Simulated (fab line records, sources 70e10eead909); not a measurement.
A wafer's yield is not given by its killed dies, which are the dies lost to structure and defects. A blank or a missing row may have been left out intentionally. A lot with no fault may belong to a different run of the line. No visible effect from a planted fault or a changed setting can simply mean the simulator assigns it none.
fab line records :: flow nandHarc
record:
  lots: 14
  wafers: 39
  lastDay: 25
route steps=1159 shown A_SGD_CUT@747 A_M1@1056 A_BONDPAD@1060 END@1159
lots that met no fault: taken from a fault-free run of the same line
startH: hours from the record's first day to the start of the lot's first wafer shown :: waitH: how many hours have passed since the lot's step before this one :: " the same as in the row above :: L1.1+2: one row covering several wafers at once :: - value missing, or start not given :: * or withheld: withheld :: < > ~ a bound
route shown NAME@n: NAME is a module with steps in the file, n the number in the route of the first one :: usual: average and standard deviation across the fault-free wafers :: same: alike in all rows :: chamber/n: place in a boat :: sites: the reading at each site :: _std_site: standard deviation of those values :: _edge_site: inner sites' mean taken away from outer sites' mean :: radiusMm: for every site, how far away it sits from the centre of the wafer :: mask NAME#n: copy n :: behind: the tool/chamber that last shaped the wafer :: hold: reason for holding the lot/hours on hold/outcome of the hold :: device: the transistor (n, p or np) that didn't switch :: end of line: the tests these same wafers got at the end of their route :: a step without rows: its recipe alone :: killed: not the wafer's yield, but the dies lost to structure and defects at the first sort :: map: a wafer's dies, marking killed ones x, the rest . and places with no die _
set.NAME: setting as actually run; set.NAME@STEP: the setting as run at that earlier step :: model.NAME: the simulator's own value behind a step, which no gauge read
a sample of lots followed through the steps of the route, with each step as a table and each wafer as a row
services: from which hour (startH, from the record's first day; less than 0 if before it) a tool's chamber was out of use, for how many hours, and why
== steps ==
step: NHARC_A_SGD_CUT_DEP_00
recipe:
  targetThkA: 500
  tempC: 400
  targetThkNm: 50
  flowSccm: 200
  rfW: 450
  material: SiNx
usual:
  heaterPowerW: 730/86
  susceptorTempC: 399.96/0.19
lot.wafer: L218.1
tool: pecvd-04
chamber: 0
startH: 311.23
waitH: 0.1
heaterPowerW: 662
susceptorTempC: 399.52

lot.wafer: L218.2
tool: pecvd-04
chamber: 1
startH: 311.23
waitH: 0.1
heaterPowerW: 655
susceptorTempC: 399.98

lot.wafer: L218.5
tool: pecvd-04
chamber: 0
startH: 311.23
waitH: 0.1
heaterPowerW: 644
susceptorTempC: 399.92

lot.wafer: L217.5
tool: pecvd-04
chamber: 2
startH: 311.65
waitH: 0.2
heaterPowerW: 817
susceptorTempC: 400.23

lot.wafer: L217.4
tool: pecvd-04
chamber: 0
startH: 311.65
waitH: 0.2
heaterPowerW: 681
susceptorTempC: 399.99

lot.wafer: L217.6
tool: pecvd-04
chamber: 1
startH: 311.65
waitH: 0.2
heaterPowerW: 579
susceptorTempC: 400.20

lot.wafer: L216.2
tool: pecvd-01
chamber: 0
startH: 316.99
waitH: 0.1
heaterPowerW: 901
susceptorTempC: 399.89

lot.wafer: L216.1
tool: pecvd-01
chamber: 1
startH: 316.99
waitH: 0.1
heaterPowerW: 691
susceptorTempC: 399.78

lot.wafer: L216.6
tool: pecvd-01
chamber: 2
startH: 316.99
waitH: 0.1
heaterPowerW: 699
susceptorTempC: 399.96

lot.wafer: L220.3
tool: pecvd-01
chamber: 2
startH: 337.44
waitH: 0.1
heaterPowerW: 772
susceptorTempC: 399.93

lot.wafer: L220.4
tool: pecvd-01
chamber: 0
startH: 337.44
waitH: 0.1
heaterPowerW: 810
susceptorTempC: 399.85

lot.wafer: L223.2
tool: pecvd-02
chamber: 0
startH: 348.94
waitH: 0.1
heaterPowerW: 607
susceptorTempC: 399.73

lot.wafer: L223.4
tool: pecvd-02
chamber: 2
startH: 348.94
waitH: 0.1
heaterPowerW: 681
susceptorTempC: 400.00

lot.wafer: L223.5
tool: pecvd-02
chamber: 0
startH: 348.94
waitH: 0.1
heaterPowerW: 596
susceptorTempC: 400.15

lot.wafer: L226.4
tool: pecvd-01
chamber: 0
startH: 362.80
waitH: 0.2
heaterPowerW: 749
susceptorTempC: 399.80

lot.wafer: L226.6
tool: pecvd-01
chamber: 1
startH: 362.80
waitH: 0.2
heaterPowerW: 720
susceptorTempC: 399.97

lot.wafer: L227.1
tool: pecvd-01
chamber: 2
startH: 383.02
waitH: 0.1
heaterPowerW: 733
susceptorTempC: 399.94

lot.wafer: L227.2
tool: pecvd-01
chamber: 0
startH: 383.02
waitH: 0.1
heaterPowerW: 880
susceptorTempC: 400.29

lot.wafer: L232.1
tool: pecvd-04
chamber: 2
startH: 404.07
waitH: 0.2
heaterPowerW: 782
susceptorTempC: 399.93

lot.wafer: L232.2
tool: pecvd-04
chamber: 0
startH: 404.07
waitH: 0.2
heaterPowerW: 643
susceptorTempC: 399.73

lot.wafer: L232.4
tool: pecvd-04
chamber: 2
startH: 404.07
waitH: 0.2
heaterPowerW: 817
susceptorTempC: 399.94

lot.wafer: L234.3
tool: pecvd-04
chamber: 1
startH: 420.73
waitH: 0.1
heaterPowerW: 752
susceptorTempC: 399.88

lot.wafer: L234.1
tool: pecvd-04
chamber: 0
startH: 420.73
waitH: 0.1
heaterPowerW: 708
susceptorTempC: 400.07

lot.wafer: L234.4
tool: pecvd-04
chamber: 2
startH: 420.73
waitH: 0.1
heaterPowerW: 787
susceptorTempC: 399.95

lot.wafer: L236.2
tool: pecvd-02
chamber: 2
startH: 420.83
waitH: 0.1
heaterPowerW: 702
susceptorTempC: 399.75

lot.wafer: L236.1
tool: pecvd-02
chamber: 0
startH: 420.83
waitH: 0.1
heaterPowerW: 714
susceptorTempC: 399.89

lot.wafer: L236.6
tool: pecvd-02
chamber: 2
startH: 420.83
waitH: 0.1
heaterPowerW: 703
susceptorTempC: 399.97

lot.wafer: L237.3
tool: pecvd-04
chamber: 2
startH: 421.08
waitH: 0.1
heaterPowerW: 838
susceptorTempC: 399.94

lot.wafer: L237.6
tool: pecvd-04
chamber: 2
startH: 421.08
waitH: 0.1
heaterPowerW: 852
susceptorTempC: 399.47

lot.wafer: L237.5
tool: pecvd-04
chamber: 0
startH: 421.08
waitH: 0.1
heaterPowerW: 694
susceptorTempC: 399.87

lot.wafer: L235.3
tool: pecvd-02
chamber: 0
startH: 422.22
waitH: 0.1
heaterPowerW: 691
susceptorTempC: 400.07

lot.wafer: L235.5
tool: pecvd-02
chamber: 0
startH: 422.22
waitH: 0.1
heaterPowerW: 734
susceptorTempC: 399.88

lot.wafer: L235.6
tool: pecvd-02
chamber: 2
startH: 422.22
waitH: 0.1
heaterPowerW: 668
susceptorTempC: 399.83

lot.wafer: L238.2
tool: pecvd-04
chamber: 0
startH: 442.91
waitH: 0.1
heaterPowerW: 620
susceptorTempC: 400.10

lot.wafer: L238.1
tool: pecvd-04
chamber: 1
startH: 442.91
waitH: 0.1
heaterPowerW: 752
susceptorTempC: 399.94

lot.wafer: L238.4
tool: pecvd-04
chamber: 1
startH: 442.91
waitH: 0.1
heaterPowerW: 763
susceptorTempC: 400.05

lot.wafer: L239.2
tool: pecvd-01
chamber: 2
startH: 453.92
waitH: 0.1
heaterPowerW: 681
susceptorTempC: 399.82

lot.wafer: L239.1
tool: pecvd-01
chamber: 0
startH: 453.92
waitH: 0.1
heaterPowerW: 869
susceptorTempC: 400.04

lot.wafer: L239.4
tool: pecvd-01
chamber: 1
startH: 453.92
waitH: 0.1
heaterPowerW: 702
susceptorTempC: 400.14
step: NHARC_A_M1_INSPECT_27
usual:
  rawDefectCount: 468/130
lot.wafer: L218.1
tool: defectInspect-01
chamber: -
startH: 414.94
waitH: 0.1
rawDefectCount: 483

lot.wafer: L218.2
tool: defectInspect-01
chamber: -
startH: 414.94
waitH: 0.1
rawDefectCount: 440

lot.wafer: L218.5
tool: defectInspect-01
chamber: -
startH: 414.94
waitH: 0.1
rawDefectCount: 374

lot.wafer: L217.4
tool: defectInspect-02
chamber: -
startH: 415.04
waitH: 0.0
rawDefectCount: 291

lot.wafer: L217.5
tool: defectInspect-02
chamber: -
startH: 415.04
waitH: 0.0
rawDefectCount: 401

lot.wafer: L217.6
tool: defectInspect-02
chamber: -
startH: 415.04
waitH: 0.0
rawDefectCount: 374

lot.wafer: L216.1
tool: defectInspect-01
chamber: -
startH: 418.53
waitH: 0.0
rawDefectCount: 508

lot.wafer: L216.2
tool: defectInspect-01
chamber: -
startH: 418.53
waitH: 0.0
rawDefectCount: 444

lot.wafer: L216.6
tool: defectInspect-01
chamber: -
startH: 418.53
waitH: 0.0
rawDefectCount: 519

lot.wafer: L220.3
tool: defectInspect-01
chamber: -
startH: 447.72
waitH: 0.0
rawDefectCount: 354

lot.wafer: L223.2
tool: defectInspect-02
chamber: -
startH: 450.12
waitH: 0.0
rawDefectCount: 533

lot.wafer: L223.4
tool: defectInspect-02
chamber: -
startH: 450.12
waitH: 0.0
rawDefectCount: 485

lot.wafer: L223.5
tool: defectInspect-02
chamber: -
startH: 450.12
waitH: 0.0
rawDefectCount: 702

lot.wafer: L227.1
tool: defectInspect-02
chamber: -
startH: 478.12
waitH: 0.0
rawDefectCount: 458

lot.wafer: L227.2
tool: defectInspect-02
chamber: -
startH: 478.12
waitH: 0.0
rawDefectCount: 461

lot.wafer: L232.1
tool: defectInspect-01
chamber: -
startH: 514.41
waitH: 0.0
rawDefectCount: 367

lot.wafer: L232.2
tool: defectInspect-01
chamber: -
startH: 514.41
waitH: 0.0
rawDefectCount: 513

lot.wafer: L232.4
tool: defectInspect-01
chamber: -
startH: 514.41
waitH: 0.0
rawDefectCount: 431

lot.wafer: L235.3
tool: defectInspect-01
chamber: -
startH: 520.20
waitH: 0.0
rawDefectCount: 499

lot.wafer: L235.5
tool: defectInspect-01
chamber: -
startH: 520.20
waitH: 0.0
rawDefectCount: 337

lot.wafer: L235.6
tool: defectInspect-01
chamber: -
startH: 520.20
waitH: 0.0
rawDefectCount: 447

lot.wafer: L236.1
tool: defectInspect-01
chamber: -
startH: 521.11
waitH: 0.0
rawDefectCount: 773

lot.wafer: L236.2
tool: defectInspect-01
chamber: -
startH: 521.11
waitH: 0.0
rawDefectCount: 499

lot.wafer: L236.6
tool: defectInspect-01
chamber: -
startH: 521.11
waitH: 0.0
rawDefectCount: 448

lot.wafer: L234.1
tool: defectInspect-01
chamber: -
startH: 522.52
waitH: 0.0
rawDefectCount: 485

lot.wafer: L234.3
tool: defectInspect-01
chamber: -
startH: 522.52
waitH: 0.0
rawDefectCount: 418

lot.wafer: L234.4
tool: defectInspect-01
chamber: -
startH: 522.52
waitH: 0.0
rawDefectCount: 385

lot.wafer: L237.3
tool: defectInspect-02
chamber: -
startH: 525.80
waitH: 0.0
rawDefectCount: 700

lot.wafer: L237.5
tool: defectInspect-02
chamber: -
startH: 525.80
waitH: 0.0
rawDefectCount: 708

lot.wafer: L237.6
tool: defectInspect-02
chamber: -
startH: 525.80
waitH: 0.0
rawDefectCount: 581

lot.wafer: L238.1
tool: defectInspect-01
chamber: -
startH: 542.47
waitH: 0.0
rawDefectCount: 974

lot.wafer: L238.2
tool: defectInspect-01
chamber: -
startH: 542.47
waitH: 0.0
rawDefectCount: 477

lot.wafer: L238.4
tool: defectInspect-01
chamber: -
startH: 542.47
waitH: 0.0
rawDefectCount: 602

lot.wafer: L239.1
tool: defectInspect-01
chamber: -
startH: 548.20
waitH: 0.0
rawDefectCount: 531

lot.wafer: L239.2
tool: defectInspect-01
chamber: -
startH: 548.20
waitH: 0.0
rawDefectCount: 436

lot.wafer: L239.4
tool: defectInspect-01
chamber: -
startH: 548.20
waitH: 0.0
rawDefectCount: 527
step: NHARC_A_BONDPAD_CMP_29
recipe:
  targetThkNm: 200
  material: SiCN
usual:
  motorCurrentA: 11.9/0.81
lot.wafer: L218.1
tool: cmp-01
chamber: 1
startH: 416.24
waitH: -
motorCurrentA: 13.4

lot.wafer: L218.2
tool: cmp-01
chamber: 2
startH: 416.24
waitH: -
motorCurrentA: 10.7

lot.wafer: L218.5
tool: cmp-01
chamber: 1
startH: 416.24
waitH: -
motorCurrentA: 13.6

lot.wafer: L217.4
tool: cmp-04
chamber: 0
startH: 416.38
waitH: -
motorCurrentA: 11.5

lot.wafer: L217.6
tool: cmp-04
chamber: 3
startH: 416.38
waitH: -
motorCurrentA: 11.6

lot.wafer: L217.5
tool: cmp-04
chamber: 0
startH: 416.38
waitH: -
motorCurrentA: 10.7

lot.wafer: L216.2
tool: cmp-01
chamber: 0
startH: 419.63
waitH: -
motorCurrentA: 11.1

lot.wafer: L216.1
tool: cmp-01
chamber: 2
startH: 419.63
waitH: -
motorCurrentA: 11.3

lot.wafer: L216.6
tool: cmp-01
chamber: 1
startH: 419.63
waitH: -
motorCurrentA: 14.6

lot.wafer: L220.3
tool: cmp-04
chamber: 0
startH: 448.85
waitH: -
motorCurrentA: 11.3

lot.wafer: L223.4
tool: cmp-04
chamber: 0
startH: 451.28
waitH: -
motorCurrentA: 11.2

lot.wafer: L223.2
tool: cmp-04
chamber: 1
startH: 451.28
waitH: -
motorCurrentA: 11.9

lot.wafer: L223.5
tool: cmp-04
chamber: 3
startH: 451.28
waitH: -
motorCurrentA: 12.4

lot.wafer: L227.1
tool: cmp-01
chamber: 3
startH: 479.89
waitH: -
motorCurrentA: 12.5

lot.wafer: L227.2
tool: cmp-01
chamber: 1
startH: 479.89
waitH: -
motorCurrentA: 14.3

lot.wafer: L232.4
tool: cmp-01
chamber: 0
startH: 515.59
waitH: -
motorCurrentA: 11.1

lot.wafer: L232.1
tool: cmp-01
chamber: 1
startH: 515.59
waitH: -
motorCurrentA: 12.9

lot.wafer: L232.2
tool: cmp-01
chamber: 3
startH: 515.59
waitH: -
motorCurrentA: 12.1

lot.wafer: L235.3
tool: cmp-01
chamber: 1
startH: 521.86
waitH: -
motorCurrentA: 13.3

lot.wafer: L235.6
tool: cmp-01
chamber: 0
startH: 521.86
waitH: -
motorCurrentA: 11.6

lot.wafer: L235.5
tool: cmp-01
chamber: 1
startH: 521.86
waitH: -
motorCurrentA: 13.6

lot.wafer: L236.1
tool: cmp-04
chamber: 1
startH: 522.32
waitH: -
motorCurrentA: 11.2

lot.wafer: L236.2
tool: cmp-04
chamber: 2
startH: 522.32
waitH: -
motorCurrentA: 11.8

lot.wafer: L236.6
tool: cmp-04
chamber: 0
startH: 522.32
waitH: -
motorCurrentA: 11.0

lot.wafer: L234.4
tool: cmp-04
chamber: 2
startH: 523.66
waitH: -
motorCurrentA: 11.9

lot.wafer: L234.1
tool: cmp-04
chamber: 3
startH: 523.66
waitH: -
motorCurrentA: 12.3

lot.wafer: L234.3
tool: cmp-04
chamber: 0
startH: 523.66
waitH: -
motorCurrentA: 11.5

lot.wafer: L237.3
tool: cmp-03
chamber: 1
startH: 526.95
waitH: -
motorCurrentA: 13.5

lot.wafer: L237.5
tool: cmp-03
chamber: 3
startH: 526.95
waitH: -
motorCurrentA: 11.4

lot.wafer: L237.6
tool: cmp-03
chamber: 0
startH: 526.95
waitH: -
motorCurrentA: 12.2

lot.wafer: L238.1
tool: cmp-01
chamber: 2
startH: 543.61
waitH: -
motorCurrentA: 11.0

lot.wafer: L238.4
tool: cmp-01
chamber: 3
startH: 543.61
waitH: -
motorCurrentA: 12.6

lot.wafer: L238.2
tool: cmp-01
chamber: 0
startH: 543.61
waitH: -
motorCurrentA: 11.6

lot.wafer: L239.1
tool: cmp-01
chamber: 2
startH: 549.31
waitH: -
motorCurrentA: 10.9

lot.wafer: L239.4
tool: cmp-01
chamber: 3
startH: 549.31
waitH: -
motorCurrentA: 11.7

lot.wafer: L239.2
tool: cmp-01
chamber: 0
startH: 549.31
waitH: -
motorCurrentA: 11.8
step: NHARC_A_BONDPAD_INSPECT_23
usual:
  rawDefectCount: 475/110
lot.wafer: L218.1
tool: defectInspect-02
chamber: -
startH: 420.10
waitH: 0.0
rawDefectCount: 428

lot.wafer: L218.2
tool: defectInspect-02
chamber: -
startH: 420.10
waitH: 0.0
rawDefectCount: 589

lot.wafer: L218.5
tool: defectInspect-02
chamber: -
startH: 420.10
waitH: 0.0
rawDefectCount: 619

lot.wafer: L217.4
tool: defectInspect-01
chamber: -
startH: 420.43
waitH: 0.0
rawDefectCount: 713

lot.wafer: L217.5
tool: defectInspect-01
chamber: -
startH: 420.43
waitH: 0.0
rawDefectCount: 657

lot.wafer: L217.6
tool: defectInspect-01
chamber: -
startH: 420.43
waitH: 0.0
rawDefectCount: 349

lot.wafer: L216.1
tool: defectInspect-01
chamber: -
startH: 423.32
waitH: 0.0
rawDefectCount: 552

lot.wafer: L216.2
tool: defectInspect-01
chamber: -
startH: 423.32
waitH: 0.0
rawDefectCount: 544

lot.wafer: L216.6
tool: defectInspect-01
chamber: -
startH: 423.32
waitH: 0.0
rawDefectCount: 553

lot.wafer: L220.3
tool: defectInspect-01
chamber: -
startH: 452.28
waitH: 0.0
rawDefectCount: 413

lot.wafer: L223.2
tool: defectInspect-02
chamber: -
startH: 455.18
waitH: 0.0
rawDefectCount: 527

lot.wafer: L223.4
tool: defectInspect-02
chamber: -
startH: 455.18
waitH: 0.0
rawDefectCount: 383

lot.wafer: L223.5
tool: defectInspect-02
chamber: -
startH: 455.18
waitH: 0.0
rawDefectCount: 598

lot.wafer: L227.1
tool: defectInspect-02
chamber: -
startH: 483.48
waitH: 0.0
rawDefectCount: 402

lot.wafer: L227.2
tool: defectInspect-02
chamber: -
startH: 483.48
waitH: 0.0
rawDefectCount: 446

lot.wafer: L232.1
tool: defectInspect-02
chamber: -
startH: 519.23
waitH: 0.0
rawDefectCount: 278

lot.wafer: L232.2
tool: defectInspect-02
chamber: -
startH: 519.23
waitH: 0.0
rawDefectCount: 408

lot.wafer: L232.4
tool: defectInspect-02
chamber: -
startH: 519.23
waitH: 0.0
rawDefectCount: 385

lot.wafer: L235.3
tool: defectInspect-02
chamber: -
startH: 525.55
waitH: 0.0
rawDefectCount: 500

lot.wafer: L235.5
tool: defectInspect-02
chamber: -
startH: 525.55
waitH: 0.0
rawDefectCount: 451

lot.wafer: L235.6
tool: defectInspect-02
chamber: -
startH: 525.55
waitH: 0.0
rawDefectCount: 675

lot.wafer: L236.1
tool: defectInspect-02
chamber: -
startH: 526.03
waitH: 0.0
rawDefectCount: 471

lot.wafer: L236.2
tool: defectInspect-02
chamber: -
startH: 526.03
waitH: 0.0
rawDefectCount: 655

lot.wafer: L236.6
tool: defectInspect-02
chamber: -
startH: 526.03
waitH: 0.0
rawDefectCount: 481

lot.wafer: L234.1
tool: defectInspect-02
chamber: -
startH: 527.28
waitH: 0.1
rawDefectCount: 415

lot.wafer: L234.3
tool: defectInspect-02
chamber: -
startH: 527.28
waitH: 0.1
rawDefectCount: 360

lot.wafer: L234.4
tool: defectInspect-02
chamber: -
startH: 527.28
waitH: 0.1
rawDefectCount: 515

lot.wafer: L237.3
tool: defectInspect-02
chamber: -
startH: 530.50
waitH: 0.1
rawDefectCount: 551

lot.wafer: L237.5
tool: defectInspect-02
chamber: -
startH: 530.50
waitH: 0.1
rawDefectCount: 290

lot.wafer: L237.6
tool: defectInspect-02
chamber: -
startH: 530.50
waitH: 0.1
rawDefectCount: 277

lot.wafer: L238.1
tool: defectInspect-01
chamber: -
startH: 547.06
waitH: 0.0
rawDefectCount: 324

lot.wafer: L238.2
tool: defectInspect-01
chamber: -
startH: 547.06
waitH: 0.0
rawDefectCount: 376

lot.wafer: L238.4
tool: defectInspect-01
chamber: -
startH: 547.06
waitH: 0.0
rawDefectCount: 428

lot.wafer: L239.1
tool: defectInspect-02
chamber: -
startH: 553.04
waitH: 0.0
rawDefectCount: 317

lot.wafer: L239.2
tool: defectInspect-02
chamber: -
startH: 553.04
waitH: 0.0
rawDefectCount: 594

lot.wafer: L239.4
tool: defectInspect-02
chamber: -
startH: 553.04
waitH: 0.0
rawDefectCount: 461
step: NHARC_END_SORT_01
recipe:
  tempC: 25
usual:
  killedAtArray: 28/11
  killedAtOther: 0.5/0.85
  killedAtPeriphery: 2.7/1.9
  killedDies: 32/12
  killedOpen: 3.3/1.6
  killedShort: 2.1/1.5
same:
  grossDies: 677
lot.wafer: L220.3
tool: prober-01
chamber: 0
startH: 489.93
waitH: 3.1
killedAtArray: 24
killedAtOther: 0
killedAtPeriphery: 4
killedDies: 28
killedOpen: 1
killedShort: 1

lot.wafer: L220.4
tool: prober-01
chamber: 0
startH: 490.73
waitH: 3.4
killedAtArray: 669
killedAtOther: 0
killedAtPeriphery: 5
killedDies: 674
killedOpen: 2
killedShort: 1

lot.wafer: L226.4
tool: prober-01
chamber: 0
startH: 515.31
waitH: 3.4
killedAtArray: 671
killedAtOther: 1
killedAtPeriphery: 1
killedDies: 673
killedOpen: 4
killedShort: 1

lot.wafer: L226.6
tool: prober-01
chamber: 0
startH: 516.91
waitH: 4.0
killedAtArray: 675
killedAtOther: 1
killedAtPeriphery: 1
killedDies: 677
killedOpen: 2
killedShort: 0
killed by level:class
L220.3 A_SLIT:chamberFilmFlake=13 A_CHANNEL_HOLE_D1:chamberFilmFlake=5 A_STAIRCASE:chamberFilmFlake=4 P_BONDPAD:chamberFilmFlake=3 P_M0:geometricParticle:open=1 A_SOURCE_PLATE:geometricParticle:short=1 A_WL_FILL:chamberFilmFlake=1
L220.4 A_SGD_CUT:areaDep=654 A_SLIT:chamberFilmFlake=8 P_BONDPAD:chamberFilmFlake=3 A_CHANNEL_FILL_D1:geometricParticle:open=2 A_STAIRCASE:chamberFilmFlake=2 A_CHANNEL_HOLE_D1:geometricParticle:short=1 P_ZERO_WELL:chamberFilmFlake=1 P_GATE:chamberFilmFlake=1
L226.4 A_SGD_CUT:areaDep=653 A_CHANNEL_HOLE_D1:chamberFilmFlake=4 A_CHANNEL_FILL_D1:chamberFilmFlake=4 A_CONTACT:chamberFilmFlake=4 P_GATE:geometricParticle:open=1 A_CHANNEL_FILL_D1:geometricParticle:short=1 A_SGD_CUT:geometricParticle:open=1 A_CONTACT:geometricParticle:open=1
L226.6 A_SGD_CUT:areaDep=659 A_CHANNEL_HOLE_D1:chamberFilmFlake=4 A_CHANNEL_FILL_D1:chamberFilmFlake=3 A_STAIRCASE:chamberFilmFlake=3 A_CONTACT:chamberFilmFlake=2 A_ONON_D1:geometricParticle:open=1 A_CHANNEL_FILL_D1:geometricParticle:open=1 THIN_TSV:chamberFilmFlake=1
== services ==
tool: cmp-04
chamber: -
startH: 301.07
hours: 4.0
kind: pm

tool: cmp-04
chamber: -
startH: 311.77
hours: 0.7
kind: repair

tool: pecvd-01
chamber: -
startH: 318.23
hours: 4.8
kind: repair

tool: cmp-01
chamber: -
startH: 320.99
hours: 1.7
kind: repair

tool: pecvd-02
chamber: -
startH: 334.45
hours: 13.0
kind: pm

tool: pecvd-04
chamber: 1
startH: 349.16
hours: 6.1
kind: repair

tool: pecvd-01
chamber: 2
startH: 361.15
hours: 11.4
kind: repair

tool: cmp-01
chamber: -
startH: 368.70
hours: 0.5
kind: repair

tool: cmp-01
chamber: -
startH: 375.83
hours: 4.0
kind: pm

tool: pecvd-04
chamber: -
startH: 376.46
hours: 13.0
kind: pm

tool: cmp-03
chamber: -
startH: 381.16
hours: 4.0
kind: pm

tool: cmp-03
chamber: -
startH: 391.96
hours: 2.9
kind: repair

tool: cmp-01
chamber: -
startH: 395.10
hours: 2.0
kind: repair

tool: cmp-04
chamber: -
startH: 399.07
hours: 4.0
kind: pm

tool: pecvd-01
chamber: -
startH: 418.00
hours: 13.0
kind: pm

tool: cmp-01
chamber: -
startH: 449.78
hours: 2.5
kind: repair

tool: pecvd-01
chamber: 1
startH: 462.62
hours: 10.6
kind: repair

tool: cmp-01
chamber: -
startH: 473.83
hours: 4.0
kind: pm

tool: pecvd-04
chamber: -
startH: 486.68
hours: 3.1
kind: repair

tool: cmp-04
chamber: -
startH: 497.07
hours: 4.0
kind: pm

tool: cmp-01
chamber: -
startH: 510.46
hours: 4.5
kind: repair

tool: pecvd-02
chamber: -
startH: 515.49
hours: 13.0
kind: pm

tool: cmp-04
chamber: -
startH: 522.94
hours: 0.5
kind: repair

tool: pecvd-04
chamber: 1
startH: 542.89
hours: 2.0
kind: repair
== key ==
firstSign:
  step: NHARC_END_SORT_01
  reading: killedAtArray
  direction: up
  sigmas: 57
  usual: 28
  struck: 672
effect:
  step: NHARC_END_SORT_01
  reading: killedDies
  direction: up
  sigmas: 55
  usual: 32
  struck: 675
moreKillsBornAt:
  NHARC_A_SGD_CUT_DEP_00@pecvd-01: 1966
metAt NHARC_A_SGD_CUT_DEP_00
struckLots L220,L226
struckWafers L220.4,L226.4,L226.6
laterRowsLeftOut L220.4,L226.4,L226.6
testerLeftOut L220,L226
notActingAt NHARC_A_M1_INSPECT_27,NHARC_A_BONDPAD_CMP_29,NHARC_A_BONDPAD_INSPECT_23
onsetBetween 316.99 337.44
fault:
  kind: processParameterDrift
  tool: pecvd-01
  chamber: -
  onsetH: 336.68
  steps: NHARC_A_SGD_CUT_DEP_00
  channel: targetThkA
  offset: *
  shape: step
  endH: 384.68
  scope: struckWafersOnly
  actsIn: *
  stated: *
testerLeftOut: of these lots the tester's yield and bins aren't shown, on N5 and GAA mostly nor the transistor test; their killed dies are dies lost to structure and defects alone, not to doping, threshold or leakage, so they don't give the yield
laterRowsLeftOut: the simulator's readings of these wafers behind a module that went badly wrong aren't trusted and aren't shown, but for the sort
